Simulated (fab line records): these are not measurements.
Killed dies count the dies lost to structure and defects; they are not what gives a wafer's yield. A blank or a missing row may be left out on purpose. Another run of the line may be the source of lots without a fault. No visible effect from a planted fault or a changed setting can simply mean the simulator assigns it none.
The tool behind it: which one? + flow nandHarc + 39 wafers from 13 lots sampled at 5 of the route's 1302 steps

## WHAT THE GAUGES READ, wafer by wafer
NHARC_END_SORT_01.
| lot  | measured     | on        | killedAtArray | killedAtOther | killedAtPeriphery | killedDies  | killedOpen | killedShort |
|------|--------------|-----------|---------------|---------------|-------------------|-------------|------------|-------------|
| L595 | day 30 04:56 | prober-02 | 145 153 171   | 0 0 0         | 3 1 4             | 148 154 175 | 4 5 3      | 1 2 3       |
| L596 | day 30 11:58 | prober-02 | 143 147 138   | 0 0 0         | 2 2 2             | 145 149 140 | 3 2 1      | 2 0 1       |
| L599 | day 31 08:21 | prober-01 | 77 72 71      | 3 1 1         | 2 0 4             | 82 73 76    | 2 2 1      | 2 0 0       |
| L600 | day 32 18:33 | prober-01 | 56 73 73      | 0 0 1         | 9 3 6             | 65 76 80    | 4 2 4      | 3 4 3       |

## TOOL THAT RAN EACH LOT (tool first, then ch and the chambers of the sampled wafers, then the start)
| lot  | NHARC_A_DECK1_JOINT_ETCHBACK_00 | NHARC_THIN_TSV_PRE_CLEAN_50            | NHARC_THIN_TSV_ETCH_36           | NHARC_THIN_TSV_STRIP_56             |
|------|---------------------------------|----------------------------------------|----------------------------------|-------------------------------------|
| L584 | rieSi-01 ch 0,1,2, day 12 08:38 | pvdSputter-02, day 24 16:31 or earlier | rieMetal-02 ch 0,1, day 24 16:31 | plasmaAsher-01 ch 0,1, day 24 16:37 |
| L586 | rieSi-03 ch 0,3, day 12 21:53   | pvdSputter-01, day 25 19:45 or earlier | rieMetal-02 ch 0,1, day 25 19:45 | plasmaAsher-01 ch 0,1, day 25 19:56 |
| L585 | rieSi-06 ch 1,3, day 12 21:56   | pvdSputter-03, day 25 11:27 or earlier | rieMetal-03 ch 0,1, day 25 11:27 | plasmaAsher-02 ch 0,1, day 25 11:33 |
| L587 | rieSi-03 ch 0,1,2, day 13 05:15 | pvdSputter-03, day 26 08:28 or earlier | rieMetal-02 ch 0,1, day 26 08:28 | plasmaAsher-01 ch 0,1, day 26 08:34 |
| L591 | rieSi-01 ch 0,1,2, day 14 21:27 | pvdSputter-03, day 27 12:05 or earlier | rieMetal-03 ch 0,1, day 27 12:05 | plasmaAsher-02 ch 0,1, day 27 12:13 |
| L595 | rieSi-06 ch 1,2,3, day 16 13:55 | pvdSputter-02, day 29 16:19 or earlier | rieMetal-03 ch 0,1, day 29 16:19 | plasmaAsher-01 ch 0,1, day 29 16:30 |
| L596 | rieSi-06 ch 0,1, day 17 07:53   | pvdSputter-03, day 29 19:43 or earlier | rieMetal-03 ch 1, day 29 19:43   | plasmaAsher-01 ch 1, day 29 19:53   |
| L599 | rieSi-01 ch 0,2,3, day 17 23:52 | pvdSputter-01, day 30 22:59 or earlier | rieMetal-01 ch 0,1, day 30 22:59 | plasmaAsher-01 ch 0,1, day 30 23:04 |
| L600 | rieSi-03 ch 0,1,3, day 18 19:04 | pvdSputter-02, day 32 09:14 or earlier | rieMetal-02 ch 1, day 32 09:14   | plasmaAsher-01 ch 0,1, day 32 09:24 |
| L602 | rieSi-01 ch 1,2,3, day 19 19:04 | pvdSputter-03, day 33 04:34 or earlier | rieMetal-01 ch 0,1, day 33 04:34 | plasmaAsher-01 ch 0,1, day 33 04:40 |
| L603 | rieSi-03 ch 0,1, day 19 22:51   | pvdSputter-02, day 32 20:52 or earlier | rieMetal-03 ch 0,1, day 32 20:52 | plasmaAsher-02 ch 0,1, day 32 21:02 |
| L604 | rieSi-06 ch 0,2,3, day 20 11:26 | pvdSputter-02, day 32 19:33 or earlier | rieMetal-01 ch 0,1, day 32 19:33 | plasmaAsher-01 ch 0,1, day 32 19:39 |
| L605 | rieSi-01 ch 2,3, day 20 21:23   | pvdSputter-02, day 33 03:20 or earlier | rieMetal-03 ch 0,1, day 33 03:20 | plasmaAsher-02 ch 1, day 33 03:26   |
- NHARC_A_DECK1_JOINT_ETCHBACK_00: etches the open film in HBr, target depth 30 nm, time 17.4 s.
- NHARC_THIN_TSV_PRE_CLEAN_50: time 30 s.
- NHARC_THIN_TSV_ETCH_36: etches the open film in Cl2/BCl3, target depth 65 nm, time 18.571 s.
- NHARC_THIN_TSV_STRIP_56: strips in O2.

## WHAT THE TOOLS THEMSELVES READ (means of the sampled wafers that have a number; where no wafer has one, the mark that the record gives instead)
NHARC_A_DECK1_JOINT_ETCHBACK_00.
| lot  | tool     | biasW (W) | drypumpMotorCurrentA (A) | oesProductAu (a.u.) | throttleValvePct (%) |
|------|----------|-----------|--------------------------|---------------------|----------------------|
| L584 | rieSi-01 | 59.95     | 6.0                      | 0.995               | 23.266               |
| L586 | rieSi-03 | 59.84     | 5.6                      | 1.006               | 23.269               |
| L585 | rieSi-06 | 60.05     | 6.0                      | 1.000               | 23.256               |
| L587 | rieSi-03 | 59.94     | 5.5                      | 1.001               | 23.262               |
| L591 | rieSi-01 | 60.06     | 6.0                      | 0.995               | 23.266               |
| L595 | rieSi-06 | 59.91     | 6.2                      | 1.011               | 23.268               |
| L596 | rieSi-06 | 60.05     | 5.9                      | 0.998               | 23.272               |
| L599 | rieSi-01 | 59.91     | 6.0                      | 1.003               | 23.274               |
| L600 | rieSi-03 | 60.08     | 5.6                      | 0.999               | 23.264               |
| L602 | rieSi-01 | 60.21     | 6.2                      | 1.000               | 23.262               |
| L603 | rieSi-03 | 59.84     | 5.3                      | 0.993               | 23.272               |
| L604 | rieSi-06 | 60.08     | 6.2                      | 0.992               | 23.267               |
| L605 | rieSi-01 | 59.98     | 6.2                      | 0.998               | 23.263               |

NHARC_THIN_TSV_PRE_CLEAN_50.
| lot  | tool          | heaterPowerW (W) |
|------|---------------|------------------|
| L584 | pvdSputter-02 | 383              |
| L586 | pvdSputter-01 | 399              |
| L585 | pvdSputter-03 | 432              |
| L587 | pvdSputter-03 | 394              |
| L591 | pvdSputter-03 | 386              |
| L595 | pvdSputter-02 | 470              |
| L596 | pvdSputter-03 | 435              |
| L599 | pvdSputter-01 | 431              |
| L600 | pvdSputter-02 | 394              |
| L602 | pvdSputter-03 | 364              |
| L603 | pvdSputter-02 | 430              |
| L604 | pvdSputter-02 | 397              |
| L605 | pvdSputter-02 | 438              |

NHARC_THIN_TSV_ETCH_36.
| lot  | tool        | drypumpMotorCurrentA (A) | oesProductAu (a.u.) |
|------|-------------|--------------------------|---------------------|
| L584 | rieMetal-02 | 5.4                      | 1.002               |
| L586 | rieMetal-02 | 5.4                      | 1.004               |
| L585 | rieMetal-03 | 5.5                      | 0.989               |
| L587 | rieMetal-02 | 5.4                      | 1.000               |
| L591 | rieMetal-03 | 5.5                      | 1.005               |
| L595 | rieMetal-03 | 5.9                      | 0.995               |
| L596 | rieMetal-03 | 5.1                      | 1.000               |
| L599 | rieMetal-01 | 5.8                      | 1.001               |
| L600 | rieMetal-02 | 5.3                      | 0.996               |
| L602 | rieMetal-01 | 5.6                      | 1.007               |
| L603 | rieMetal-03 | 5.5                      | 0.997               |
| L604 | rieMetal-01 | 5.8                      | 1.008               |
| L605 | rieMetal-03 | 5.5                      | 0.996               |

NHARC_THIN_TSV_STRIP_56.
| lot  | tool           | drypumpMotorCurrentA (A) | heaterPowerW (W) |
|------|----------------|--------------------------|------------------|
| L584 | plasmaAsher-01 | 5.6                      | 369              |
| L586 | plasmaAsher-01 | 5.8                      | 354              |
| L585 | plasmaAsher-02 | 5.7                      | 371              |
| L587 | plasmaAsher-01 | 5.6                      | 368              |
| L591 | plasmaAsher-02 | 5.3                      | 388              |
| L595 | plasmaAsher-01 | 5.8                      | 348              |
| L596 | plasmaAsher-01 | 5.9                      | 345              |
| L599 | plasmaAsher-01 | 5.6                      | 362              |
| L600 | plasmaAsher-01 | 5.6                      | 365              |
| L602 | plasmaAsher-01 | 5.6                      | 368              |
| L603 | plasmaAsher-02 | 5.3                      | 385              |
| L604 | plasmaAsher-01 | 5.6                      | 365              |
| L605 | plasmaAsher-02 | 5.0                      | 393              |

## THE ANSWER, worked out from the rows above alone
Rule: the usual values come from the lots themselves. Put in order of their means at a reading, lots are off if they are a third of the lots or fewer, leave a main group of 4 or more, and stand apart from it by a gap of 3 or more times the standard deviation of the main group's means; of several such gaps the widest counts. A main group is skipped when, at the precision printed for the reading in the tables above, its means are all equal. Also off: a lot with no number at a reading for which 4 or more lots have one. Where the step has rows for the other lots, those lots are counted as sound. After the gauges, taken in route order, come the tools' own readings; for these a lot's mean is taken, as printed above. At the first step where some lot is off, the reading lying furthest off is the one used; lots without a number count as furthest.
Across all readings shown, no lot is off: no conclusion can be drawn from this.

## WHAT THE SIMULATOR PUT IN
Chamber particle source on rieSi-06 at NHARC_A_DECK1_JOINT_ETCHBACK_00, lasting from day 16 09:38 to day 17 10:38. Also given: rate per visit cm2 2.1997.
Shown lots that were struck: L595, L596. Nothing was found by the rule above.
